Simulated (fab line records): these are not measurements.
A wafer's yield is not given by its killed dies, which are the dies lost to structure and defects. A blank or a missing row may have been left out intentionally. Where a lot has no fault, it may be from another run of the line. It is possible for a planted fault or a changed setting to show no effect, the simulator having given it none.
fab line records	flow n5_finfet	part 1 of 2: steps 1 to 4 of 6
record lots=24	wafers=72	last_day=19
route steps=1938 shown BEOL_M7@1329 BEOL_M8@1354 BEOL_M9@1468 BEOL_M10@1472
lots untouched by any fault: they come from a run of this same line in which no faults occurred
start_h: start of the lot's first displayed wafer, in hours after the record's first day	wait_h: hours elapsed since this lot's preceding step	" identical to the entry in the row above	L1.1+2: a row that stands for several wafers	- value missing, or start not given	* or withheld: withheld	< > ~ a bound
route shown NAME@n: NAME is a module with steps in the file, n the number in the route of the first one	usual: mean and standard deviation over wafers with no fault	same: alike in all rows	chamber/n: place in a boat	sites: each site's reading	_std_site: the standard deviation of these	_edge_site: inner sites' mean taken away from outer sites' mean	radius_mm: for every site, how far away it sits from the centre of the wafer	mask NAME#n: copy n	behind: the tool/chamber that last shaped the wafer	hold: why the lot was held/for how many hours/how that ended	device: the transistor (n, p or np) that didn't switch	end of line: at the end of the route, the tests of the same wafers	a step without rows: its recipe alone	killed: the dies lost at the first sort to structure and to defects; this is not the yield of the wafer	map: shows each die of a wafer: x if killed, . if not, _ if none is there
set.NAME: the run value of the setting; set.NAME@STEP: its run value at that earlier step	model.NAME: the simulator's own value behind a step, which no gauge read
a sample of lots followed through the steps of the route, with each step as a table and each wafer as a row
services: the hour from which a tool's chamber was out of use, counted from the record's first day as start_h (under 0 if before that day), plus the number of hours and why
## steps
# step N5_BEOL_M7_DEP_56
# recipe material=SiCN	target_thk_a=100	temp_c=withheld	precursor=3MS/NH3	pressure_torr=3	rf_w=202	time_s=17.5
# usual showerhead_plenum_p_Torr=3.658/0.012	throttle_valve_pct=9.0/0.51
lot.wafer	tool	chamber	start_h	wait_h	showerhead_plenum_p_Torr	throttle_valve_pct
L074.1	pecvd-04	1	198.47	0.0	3.656	9.6
L074.3	"	2	"	"	3.672	8.2
L074.5	"	0	"	"	3.634	8.4
L077.1	pecvd-04	2	212.90	0.0	3.669	8.4
L077.4	"	0	"	"	3.649	8.5
L077.6	"	1	"	"	3.654	9.5
L076.1	pecvd-01	1	213.56	0.0	3.667	10.0
L076.4	"	1	"	"	3.661	10.1
L076.6	"	0	"	"	3.675	9.3
L075.2	pecvd-01	1	224.20	0.0	3.667	9.6
L075.4	"	0	"	"	3.679	9.2
L075.6	"	1	"	"	3.665	9.8
L078.2	pecvd-04	0	230.85	0.0	3.643	8.6
L078.4	"	2	"	"	3.669	8.5
L078.6	"	1	"	"	3.647	9.7
L080.1	pecvd-02	2	253.20	0.0	3.666	8.5
L080.3	"	1	"	"	3.658	8.7
L080.5	"	1	"	"	3.656	8.6
L082.1	pecvd-02	1	254.71	0.0	3.647	8.5
L082.4	"	0	"	"	3.662	8.9
L082.5	"	2	"	"	3.668	8.4
L079.2	pecvd-04	2	254.91	0.0	3.663	8.4
L079.3	"	1	"	"	3.642	9.2
L079.5	"	1	"	"	3.650	9.8
L081.1	pecvd-04	0	260.54	0.0	3.648	8.1
L081.2	"	1	"	"	3.649	9.5
L081.6	"	1	"	"	3.665	9.6
L083.2	pecvd-04	1	261.35	0.0	3.640	9.5
L083.4	"	1	"	"	3.659	9.5
L083.6	"	0	"	"	3.642	8.6
L085.2	pecvd-04	0	282.32	0.0	3.642	8.6
L085.5	"	1	"	"	3.658	9.7
L085.6	"	0	"	"	3.633	8.7
L084.2	pecvd-02	0	286.02	0.0	3.652	9.0
L084.5	"	0	"	"	3.653	8.9
L084.6	"	1	"	"	3.657	8.8
L088.2	pecvd-04	2	292.49	0.0	3.671	8.6
L088.3	"	1	"	"	3.647	9.6
L088.4	"	1	"	"	3.657	9.8
L087.2	pecvd-02	2	293.38	0.0	3.671	8.5
L087.3	"	0	"	"	3.648	8.8
L087.6	"	2	"	"	3.667	8.4
L086.1	pecvd-04	1	295.94	0.0	3.650	9.7
L086.3	"	0	"	"	3.635	8.8
L086.5	"	2	"	"	3.660	8.8
L089.1	pecvd-01	0	296.48	0.0	3.674	9.1
L089.4	"	2	"	"	3.665	8.7
L089.6	"	0	"	"	3.672	9.2
L090.3	pecvd-04	0	302.13	0.0	3.641	9.0
L090.4	"	2	"	"	3.664	8.7
L090.6	"	0	"	"	3.642	8.5
L091.2	pecvd-04	1	309.58	0.0	3.654	9.4
L091.5	"	0	"	"	3.637	8.8
L091.6	"	1	"	"	3.656	9.4
L092.3	pecvd-01	0	322.79	0.0	3.675	9.2
L092.5	"	2	"	"	3.660	8.8
L092.6	"	1	"	"	3.668	10.0
L093.2	pecvd-04	1	326.68	0.0	3.656	9.7
L093.3	"	0	"	"	3.636	8.6
L093.4	"	1	"	"	3.655	9.7
L095.2	pecvd-02	1	350.47	0.0	3.649	8.7
L095.5	"	0	"	"	3.645	8.8
L095.6	"	1	"	"	3.650	8.6
L094.3	pecvd-01	2	350.76	0.0	3.665	8.6
L094.5	"	1	"	"	3.659	9.8
L094.6	"	0	"	"	3.668	9.3
L096.1	pecvd-01	0	352.53	0.0	3.677	9.3
L096.2	"	2	"	"	3.663	8.7
L096.5	"	2	"	"	3.665	8.7
L097.3	pecvd-02	1	372.85	0.0	3.653	8.7
L097.4	"	1	"	"	3.646	8.7
L097.5	"	2	"	"	3.661	8.6
# step N5_BEOL_M8_STRIP_19
# recipe chemistry=O2	power_w=400	temp_c=40	pressure_mtorr=30	rf_frequency_hz=6e+07	bias_power_w=0	overash_fraction=0.2	o2_flow_sccm=225
# usual drypump_motor_current_A=5.5/0.34	o2_flow_sccm=225.1/0.71	oes_product_au=0.76/0.071	rf_vpp_V=3.6/0.58	showerhead_plenum_p_Torr=2.08/0.065	throttle_valve_pct=16.84/0.24
lot.wafer	tool	chamber	start_h	wait_h	drypump_motor_current_A	o2_flow_sccm	oes_product_au	rf_hours_counter_h	rf_vpp_V	showerhead_plenum_p_Torr	throttle_valve_pct
L074.1	rie_diel-01	3	200.99	0.2	5.7	226.0	0.74	194	3.2	2.07	16.86
L074.3	"	2	"	"	5.7	225.4	0.79	106	3.1	2.12	16.84
L074.5	"	2	"	"	5.7	224.5	0.80	-	3.8	2.12	16.83
L077.1	rie_diel-01	1	217.62	0.2	5.7	224.5	0.89	40	4.8	2.12	16.52
L077.4	"	2	"	"	5.6	225.5	0.79	111	3.6	2.12	16.86
L077.6	"	3	"	"	5.7	224.2	0.72	-	3.3	2.07	16.89
L076.1	rie_diel-01	0	218.31	0.2	5.8	225.7	0.82	84	4.2	2.12	16.74
L076.4	"	2	"	"	5.7	225.2	0.79	112	4.0	2.12	16.85
L076.6	"	2	"	"	5.6	223.7	0.79	-	3.6	2.12	16.85
L075.2	rie_diel-02	2	227.39	0.1	5.3	225.7	0.70	215	3.4	1.99	17.19
L075.4	"	1	"	"	5.2	224.9	0.75	161	3.4	2.11	16.77
L075.6	"	3	"	"	5.1	225.0	0.72	-	3.0	2.18	17.18
L078.2	rie_diel-02	3	235.34	0.1	5.1	223.9	0.71	201	3.8	2.18	17.21
L078.4	"	2	"	"	5.3	224.4	0.70	218	3.3	1.99	17.18
L078.6	"	0	"	"	6.1	225.1	0.75	-	3.8	2.00	16.61
L080.1	rie_diel-01	3	255.92	0.1	5.7	225.4	0.72	212	4.5	2.07	16.92
L080.3	"	1	"	"	5.8	225.1	0.87	53	3.9	2.12	16.56
L080.5	"	1	"	"	5.7	225.9	0.87	-	4.0	2.12	16.56
L082.1	rie_diel-06	2	258.81	0.2	5.1	224.8	0.67	227	3.3	2.14	16.79
L082.4	"	1	"	"	5.2	224.7	0.93	24	2.8	2.04	16.38
L082.5	"	2	"	"	5.1	224.3	0.68	-	3.5	2.14	16.78
L079.2	rie_diel-02	2	259.12	0.2	5.3	226.2	0.69	226	3.5	1.99	17.22
L079.3	"	3	"	"	5.1	224.7	0.73	209	4.5	2.18	17.22
L079.5	"	1	"	"	5.2	225.6	0.74	-	2.8	2.10	16.81
L081.1	rie_diel-01	0	264.85	0.1	5.7	224.6	0.80	101	3.1	2.11	16.78
L081.2	"	3	"	"	5.7	224.9	0.72	215	2.7	2.06	16.89
L081.6	"	2	"	"	5.7	225.5	0.78	-	3.3	2.11	16.87
L083.2	rie_diel-06	3	264.99	0.1	5.9	224.0	0.73	201	2.7	1.99	16.81
L083.4	"	1	"	"	5.2	224.1	0.92	26	4.5	2.04	16.40
L083.6	"	1	"	"	5.2	226.3	0.91	-	3.6	2.03	16.40
L085.2	rie_diel-02	1	284.98	0.1	5.2	226.6	0.74	178	2.9	2.10	16.81
L085.5	"	0	"	"	6.1	224.7	0.74	-	2.6	2.00	16.66
L085.6	"	1	"	"	5.2	225.8	0.73	-	2.8	2.10	16.78
L084.2	rie_diel-01	1	288.77	0.1	5.7	225.2	0.85	65	3.5	2.11	16.58
L084.5	"	2	"	"	5.6	224.4	0.76	-	3.9	2.11	16.86
L084.6	"	1	"	"	5.8	224.6	0.85	-	5.0	2.11	16.56
L088.2	rie_diel-02	1	295.14	0.1	5.2	225.5	0.73	181	2.9	2.10	16.81
L088.3	"	0	"	"	6.1	224.0	0.73	194	3.3	1.99	16.65
L088.4	"	3	"	"	5.1	226.3	0.71	220	2.7	2.18	17.23
L087.2	rie_diel-02	3	296.30	0.1	5.1	226.3	0.70	220	4.1	2.18	17.26
L087.3	"	2	"	"	5.3	226.1	0.68	236	4.2	1.98	17.24
L087.6	"	1	"	"	5.2	226.0	0.73	-	3.8	2.10	16.81
L086.1	rie_diel-01	1	298.82	0.2	5.8	226.8	0.85	69	3.9	2.11	16.59
L086.3	"	3	"	"	5.7	224.2	0.71	227	4.8	2.06	16.96
L086.5	"	2	"	"	5.6	224.7	0.74	-	3.4	2.11	16.89
L089.1	rie_diel-02	3	298.98	0.1	5.1	224.8	0.70	221	3.5	2.18	17.25
L089.4	"	0	"	"	6.2	225.5	0.73	196	3.8	1.99	16.64
L089.6	"	2	"	"	5.3	224.3	0.67	-	3.7	1.98	17.22
L090.3	rie_diel-02	2	303.88	0.1	5.3	224.7	0.69	240	3.3	1.98	17.22
L090.4	"	3	"	"	5.1	225.6	0.71	223	4.4	2.17	17.24
L090.6	"	3	"	"	5.1	226.3	0.70	-	3.7	2.17	17.24
L091.2	rie_diel-06	1	312.51	0.1	5.2	225.6	0.88	43	3.2	2.03	16.42
L091.5	"	3	"	"	5.9	225.6	0.71	-	3.4	1.98	16.81
L091.6	"	1	"	"	5.2	225.1	0.88	-	2.5	2.03	16.42
L092.3	rie_diel-02	0	325.38	0.1	6.1	225.6	0.73	206	3.1	1.99	16.66
L092.5	"	0	"	"	6.1	224.9	0.73	-	3.4	1.99	16.68
L092.6	"	1	"	"	5.2	225.6	0.73	-	5.0	2.09	16.83
L093.2	rie_diel-06	3	329.60	0.1	5.9	224.3	0.72	224	3.7	1.98	16.85
L093.3	"	1	"	"	5.2	224.9	0.88	49	3.3	2.03	16.44
L093.4	"	1	"	"	5.2	224.4	0.89	-	4.1	2.03	16.43
L095.2	rie_diel-01	3	352.35	0.1	5.7	225.4	0.70	244	3.6	2.05	16.97
L095.5	"	3	"	"	5.7	225.9	0.70	-	3.7	2.05	16.97
L095.6	"	2	"	"	5.7	224.3	0.74	-	4.0	2.10	16.93
L094.3	rie_diel-01	0	354.69	0.1	5.7	224.4	0.78	132	3.6	2.10	16.83
L094.5	"	3	"	"	5.7	226.2	0.70	-	3.9	2.05	16.97
L094.6	"	0	"	"	5.7	225.1	0.77	-	3.0	2.10	16.82
L096.1	rie_diel-06	1	355.29	0.1	5.2	224.4	0.86	62	4.3	2.02	16.46
L096.2	"	3	"	"	5.9	224.6	0.70	235	3.3	1.98	16.86
L096.5	"	2	"	"	5.1	224.2	0.66	-	4.2	2.13	16.83
L097.3	rie_diel-06	0	375.24	0.1	5.2	226.4	0.96	4	4.1	2.16	16.75
L097.4	"	3	"	"	5.9	225.7	0.70	-	3.5	1.97	16.88
L097.5	"	1	"	"	5.2	224.6	0.84	-	3.5	2.02	16.47
# step N5_BEOL_M9_RS_MEAS_57
# recipe thk_meas_gauge=four-point-probe	reads=Cu_of_BEOL_M9_ECD_50+Co_of_BEOL_M9_CVD_78+TaN_of_BEOL_M9_ALD_74
# usual M9_RS=0.151/0.0037
lot.wafer	tool	chamber	start_h	wait_h	M9_RS[ohm/sq]
L074.1	film_metro-01	-	213.88	0.1	0.154
L074.3	"	-	"	"	0.149
L074.5	"	-	"	"	0.152
L076.1	film_metro-01	-	230.42	0.1	0.149
L076.4	"	-	"	"	0.150
L076.6	"	-	"	"	0.150
L077.1	film_metro-01	-	233.86	0.1	0.143
L077.4	"	-	"	"	0.149
L077.6	"	-	"	"	0.150
L075.2	film_metro-02	-	244.46	0.1	0.146
L075.4	"	-	"	"	0.150
L075.6	"	-	"	"	0.145
L078.2	film_metro-01	-	250.48	0.1	0.154
L078.4	"	-	"	"	0.151
L078.6	"	-	"	"	0.143
L080.1	film_metro-01	-	271.76	0.1	0.152
L080.3	"	-	"	"	0.149
L080.5	"	-	"	"	0.152
L079.2	film_metro-01	-	276.70	0.1	0.152
L079.3	"	-	"	"	0.152
L079.5	"	-	"	"	0.150
L082.1	film_metro-02	-	276.97	0.1	0.148
L082.4	"	-	"	"	0.150
L082.5	"	-	"	"	0.147
L081.1	film_metro-02	-	280.36	0.1	0.153
L081.2	"	-	"	"	0.156
L081.6	"	-	"	"	0.141
L083.2	film_metro-01	-	281.50	0.1	0.153
L083.4	"	-	"	"	0.157
L083.6	"	-	"	"	0.156
L085.2	film_metro-02	-	301.13	0.1	0.155
L085.5	"	-	"	"	0.144
L085.6	"	-	"	"	0.149
L084.2	film_metro-02	-	303.90	0.1	0.149
L084.5	"	-	"	"	0.149
L084.6	"	-	"	"	0.148
L088.2	film_metro-02	-	308.71	0.1	0.149
L088.3	"	-	"	"	0.151
L088.4	"	-	"	"	0.154
L087.2	film_metro-01	-	310.30	0.1	0.154
L087.3	"	-	"	"	0.156
L087.6	"	-	"	"	0.157
L089.1	film_metro-02	-	312.42	0.1	0.152
L089.4	"	-	"	"	0.157
L089.6	"	-	"	"	0.153
L086.1	film_metro-01	-	312.68	0.1	0.147
L086.3	"	-	"	"	0.150
L086.5	"	-	"	"	0.147
L090.3	film_metro-02	-	321.47	0.1	0.152
L090.4	"	-	"	"	0.152
L090.6	"	-	"	"	0.150
L091.2	film_metro-02	-	326.21	0.1	0.155
L091.5	"	-	"	"	0.154
L091.6	"	-	"	"	0.157
L092.3	film_metro-02	-	336.31	0.1	0.150
L092.5	"	-	"	"	0.149
L092.6	"	-	"	"	0.151
L093.2	film_metro-02	-	352.47	0.1	0.144
L093.3	"	-	"	"	0.158
L093.4	"	-	"	"	0.149
L095.2	film_metro-02	-	365.25	0.1	0.152
L095.5	"	-	"	"	0.153
L095.6	"	-	"	"	0.155
L094.3	film_metro-02	-	367.50	0.1	0.153
L094.5	"	-	"	"	0.148
L094.6	"	-	"	"	0.154
L096.1	film_metro-01	-	367.90	0.1	0.154
L096.2	"	-	"	"	0.153
L096.5	"	-	"	"	0.155
L097.3	film_metro-01	-	388.44	0.1	0.156
L097.4	"	-	"	"	0.157
L097.5	"	-	"	"	0.151
# step N5_BEOL_M10_THK_MEAS_01
# recipe reads=SiCOH_lowk_of_BEOL_M10_ILD_DEP_00
# usual M10_ILD_THK=267/3.8
lot.wafer	tool	chamber	start_h	wait_h	M10_ILD_THK[nm]
L074.1	film_metro-02	-	216.45	0.4	265
L074.3	"	-	"	"	262
L074.5	"	-	"	"	274
L076.1	film_metro-02	-	231.66	0.4	264
L076.4	"	-	"	"	268
L076.6	"	-	"	"	268
L077.1	film_metro-01	-	234.51	0.4	267
L077.4	"	-	"	"	273
L077.6	"	-	"	"	272
L075.2	film_metro-01	-	245.11	0.4	267
L075.4	"	-	"	"	270
L075.6	"	-	"	"	274
L078.2	film_metro-02	-	251.13	0.4	265
L078.4	"	-	"	"	269
L078.6	"	-	"	"	271
L080.1	film_metro-02	-	272.92	0.8	266
L080.3	"	-	"	"	273
L080.5	"	-	"	"	271
L082.1	film_metro-02	-	277.66	0.4	264
L082.4	"	-	"	"	270
L082.5	"	-	"	"	269
L079.2	film_metro-02	-	277.86	0.7	268
L079.3	"	-	"	"	269
L079.5	"	-	"	"	272
L081.1	film_metro-02	-	281.04	0.4	264
L081.2	"	-	"	"	268
L081.6	"	-	"	"	271
L083.2	film_metro-01	-	282.20	0.4	266
L083.4	"	-	"	"	273
L083.6	"	-	"	"	270
L085.2	film_metro-01	-	301.78	0.4	267
L085.5	"	-	"	"	273
L085.6	"	-	"	"	277
L084.2	film_metro-02	-	304.73	0.4	259
L084.5	"	-	"	"	266
L084.6	"	-	"	"	268
L088.2	film_metro-01	-	310.09	0.7	258
L088.3	"	-	"	"	257
L088.4	"	-	"	"	264
L087.2	film_metro-02	-	311.33	0.4	269
L087.3	"	-	"	"	265
L087.6	"	-	"	"	271
L089.1	film_metro-02	-	313.07	0.4	265
L089.4	"	-	"	"	272
L089.6	"	-	"	"	269
L086.1	film_metro-02	-	313.55	0.4	265
L086.3	"	-	"	"	264
L086.5	"	-	"	"	271
L090.3	film_metro-01	-	322.12	0.3	266
L090.4	"	-	"	"	271
L090.6	"	-	"	"	270
L091.2	film_metro-02	-	326.89	0.4	263
L091.5	"	-	"	"	271
L091.6	"	-	"	"	266
L092.3	film_metro-02	-	336.96	0.3	262
L092.5	"	-	"	"	266
L092.6	"	-	"	"	265
L093.2	film_metro-02	-	353.13	0.4	268
L093.3	"	-	"	"	264
L093.4	"	-	"	"	271
L095.2	film_metro-01	-	366.19	0.4	270
L095.5	"	-	"	"	269
L095.6	"	-	"	"	276
L094.3	film_metro-02	-	368.15	0.3	260
L094.5	"	-	"	"	266
L094.6	"	-	"	"	268
L096.1	film_metro-02	-	368.56	0.4	263
L096.2	"	-	"	"	266
L096.5	"	-	"	"	267
L097.3	film_metro-01	-	389.10	0.3	264
L097.4	"	-	"	"	265
L097.5	"	-	"	"	265
